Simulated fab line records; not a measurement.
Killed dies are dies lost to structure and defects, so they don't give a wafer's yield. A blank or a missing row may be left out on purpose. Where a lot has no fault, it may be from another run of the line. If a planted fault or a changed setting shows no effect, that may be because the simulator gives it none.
The tool behind it: which one?    flow nand harc    13 lots, 39 wafers sampled, at 6 steps of a route of 1159

WHAT THE GAUGES SHOWED, per wafer
NHARC_P_BONDPAD_OVL_MEAS_38. Usual: overlay x nm -1 nm, standard deviation 6.1; overlay y nm 0 nm, standard deviation 7.
lot   measured      on          overlay x nm (nm)  overlay y nm (nm)  flag
L318  day 6 14:39   overlay-02  1 1 1              -14 -15 -15        
L317  day 6 19:29   overlay-01  1 2 1              3 2 1              
L320  day 7 08:38   overlay-02  0 0 0              -6 -7 -6           
L322  day 7 19:23   overlay-02  3 3 2              -2 -2 -2           
L323  day 8 04:49   overlay-01  -6 -6 -6           1 2 2              
L324  day 8 06:02   overlay-02  -2 -2 -2           -2 -2 -1           
L325  day 8 19:28   overlay-01  7 6 6              6 6 6              
L328  day 9 14:01   overlay-02  -5 -6 -5           0 0 -1             
L329  day 9 14:44   overlay-02  4 4 5              7 8 7              
L333  day 10 17:31  overlay-02  -7 -7 -7           1 1 1              
L334  day 11 00:03  overlay-02  10 10 10           17 16 16           
L335  day 11 09:00  overlay-01  -4 -3 -4           -8 -7 -7           
L336  day 11 09:38  overlay-02  -7 -8 -7           -9 -9 -9           

NHARC_A_SOURCE_PLATE_THK_MEAS_06: measures by ellipsometry. Usual: thk nm 200.2 nm, standard deviation 2.1.
lot   measured      on             thk nm (nm)        flag
L318  day 7 14:29   film metro-01  203.0 201.9 205.2  
L317  day 7 22:30   film metro-02  200.6 200.4 198.7  
L320  day 8 11:07   film metro-01  198.7 198.7 202.2  
L322  day 8 21:19   film metro-02  199.8 196.4 200.3  
L323  day 9 06:29   film metro-02  202.3 203.9 202.9  
L324  day 9 06:29   film metro-01  199.7 200.6 199.4  
L325  day 9 20:44   film metro-02  199.0 198.7 200.0  
L328  day 10 15:52  film metro-01  201.4 200.9 200.0  
L329  day 10 15:52  film metro-02  202.9 197.3 202.6  
L333  day 11 21:40  film metro-01  205.0 203.9 204.0  
L334  day 12 02:11  film metro-01  199.7 199.7 198.3  
L335  day 12 13:34  film metro-01  195.1 197.4 195.8  
L336  day 12 13:35  film metro-02  199.7 198.9 201.5  

NHARC_A_ONON_D1_THK_MEAS_08: measures by ellipsometry. Usual: thk nm 999 nm, standard deviation 9.4.
lot   measured      on             thk nm (nm)              flag
L318  day 7 17:17   film metro-01  1005 1005 1006           
L317  day 8 00:16   film metro-01  1005 1004 1004           
L320  day 8 12:57   film metro-02  992 989 992              
L322  day 8 23:05   film metro-02  1006 1007 1007           
L323  day 9 08:32   film metro-01  998 997 996              
L324  day 9 08:32   film metro-02  996 994 996              
L325  day 9 22:32   film metro-01  1004 1004 1001           
L328  day 10 17:40  film metro-02  997 997 999              
L329  day 10 17:38  film metro-01  1001 1001 1001           
L333  day 11 23:34  film metro-01  999 999 998              
L334  day 12 03:58  film metro-01  636 634 637 636 634 636  OFF
L335  day 12 15:21  film metro-01  617 619 619 618 620 617  OFF
L336  day 12 15:22  film metro-01  999 998 999              

NHARC_END_SORT_01. Usual: killed at array 27, standard deviation 8.8; killed at other 0.4, standard deviation 0.82; killed at periphery 3.1, standard deviation 2.1; killed dies 31, standard deviation 8.8; killed open 3.3, standard deviation 2; killed short 2.0, standard deviation 1.4.
lot   measured      on         killed at array  killed at other  killed at periphery  killed dies  killed open  killed short  flag
L334  day 24 01:49  prober-02  664 674 670      3 0 1            10 3 6               677 677 677  3 2 2        4 0 4         OFF
L335  day 25 18:23  prober-01  672 676 674      0 0 0            5 1 3                677 677 677  4 6 2        0 2 1         OFF

TOOL THAT RAN EACH LOT (tool first, then ch and the chambers of the sampled wafers, then the start)
lot   NHARC_P_BONDPAD_ACTIVATE_29         NHARC_A_ONON_D1_DEP_06
L318  rie diel-11 ch 1,2, day 6 17:33     pecvd onon-02 ch 0, day 7 16:56
L317  rie diel-11 ch 0,1, day 6 22:26     pecvd onon-02 ch 0, day 7 23:46
L320  rie diel-11 ch 0,3, day 7 11:24     pecvd onon-03 ch 0, day 8 12:29
L322  rie diel-11 ch 1,2,3, day 7 22:11   pecvd onon-02 ch 0, day 8 22:45
L323  rie diel-10 ch 0,1,3, day 8 07:34   pecvd onon-03 ch 0, day 9 08:01
L324  rie diel-04 ch 0,1,3, day 8 08:52   pecvd onon-02 ch 0, day 9 08:01
L325  rie diel-04 ch 0,1,3, day 8 22:11   pecvd onon-03 ch 0, day 9 22:01
L328  rie diel-04 ch 0,3, day 9 16:47     pecvd onon-01 ch 0, day 10 17:17
L329  rie diel-04 ch 1,2,3, day 9 17:49   pecvd onon-03 ch 0, day 10 17:08
L333  rie diel-10 ch 1,2,3, day 10 20:21  pecvd onon-01 ch 0, day 11 23:03
L334  rie diel-11 ch 1,2, day 11 02:59    pecvd onon-03 ch 0, day 12 03:27
L335  rie diel-04 ch 1,2,3, day 11 11:56  pecvd onon-03 ch 0, day 12 14:54
L336  rie diel-10 ch 2,3, day 11 12:43    pecvd onon-01 ch 0, day 12 14:55
- NHARC_P_BONDPAD_ACTIVATE_29: chemistry N2, time 60 s.
- NHARC_A_ONON_D1_DEP_06: target thk 1000 nm.

AS READ BY THE TOOLS THEMSELVES (means over the sampled wafers that have a number; for cases with no such wafer, the mark the record gives instead)
NHARC_P_BONDPAD_ACTIVATE_29. Usual: drypump motor current A 5.63 A, standard deviation 0.3; mfc ar sccm 0.013 sccm, standard deviation 0.01; oes product au 1.002 a.u., standard deviation 0.011; rf vpp V 64.3 V, standard deviation 0.83; showerhead plenum p Torr 1.81 Torr, standard deviation 0.054.
lot   tool         drypump motor current A (A)  mfc ar sccm (sccm)  oes product au (a.u.)  rf vpp V (V)  showerhead plenum p Torr (Torr)  flag
L318  rie diel-11  5.80                         0.000               0.997                  63.9          1.79                             
L317  rie diel-11  5.78                         0.001               1.001                  63.8          1.75                             
L320  rie diel-11  5.33                         0.008               1.001                  64.0          1.77                             
L322  rie diel-11  5.46                         0.004               0.992                  64.0          1.76                             
L323  rie diel-10  5.66                         0.023               1.012                  64.2          1.83                             
L324  rie diel-04  5.67                         0.012               1.003                  65.0          1.82                             
L325  rie diel-04  5.66                         0.012               1.003                  65.0          1.82                             
L328  rie diel-04  5.85                         0.009               1.004                  64.6          1.81                             
L329  rie diel-04  5.61                         0.008               1.013                  64.7          1.82                             
L333  rie diel-10  5.62                         0.020               0.999                  64.1          1.83                             
L334  rie diel-11  5.57                         0.000               1.001                  63.8          1.73                             
L335  rie diel-04  5.62                         0.008               1.001                  64.7          1.82                             
L336  rie diel-10  5.67                         0.018               1.004                  64.6          1.83                             

THE ANSWER, worked out from the rows above alone
Rule: a lot is off if the mean of its wafers that have a number lies more than 3 standard deviations from the usual mean. A lot without any number at a reading at which 4 lots or more have one is off too. The other lots that the step has rows for count as sound. First the gauges in route order, then the tools' own readings, where a lot's mean is used as printed above. At the first step where some lot is off, the reading lying furthest off is the one used; lots without a number count as furthest.
Off, at NHARC_A_ONON_D1_THK_MEAS_08 on thk nm: L334, L335.
A tool fits if, at a process step before that reading, it ran every lot that is off, and no sound lot after the first of them. The gauges at NHARC_A_ONON_D1_THK_MEAS_08 aren't tried: what is off there is off at NHARC_END_SORT_01 too, on other tools, and a gauge's error can't cause that. One fits: NHARC_A_ONON_D1_DEP_06 on pecvd onon-03. A fault onset in the window from L329 (day 10 17:08, its last sound lot) to L334 (day 12 03:27, its first lot off) fits.

WHAT THE SIMULATOR PUT IN
pecvd onon-03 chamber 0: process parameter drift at NHARC_A_ONON_D1_DEP_06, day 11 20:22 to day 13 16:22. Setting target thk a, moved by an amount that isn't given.
Lots struck among those shown: L334, L335. The rule given above showed the same thing.
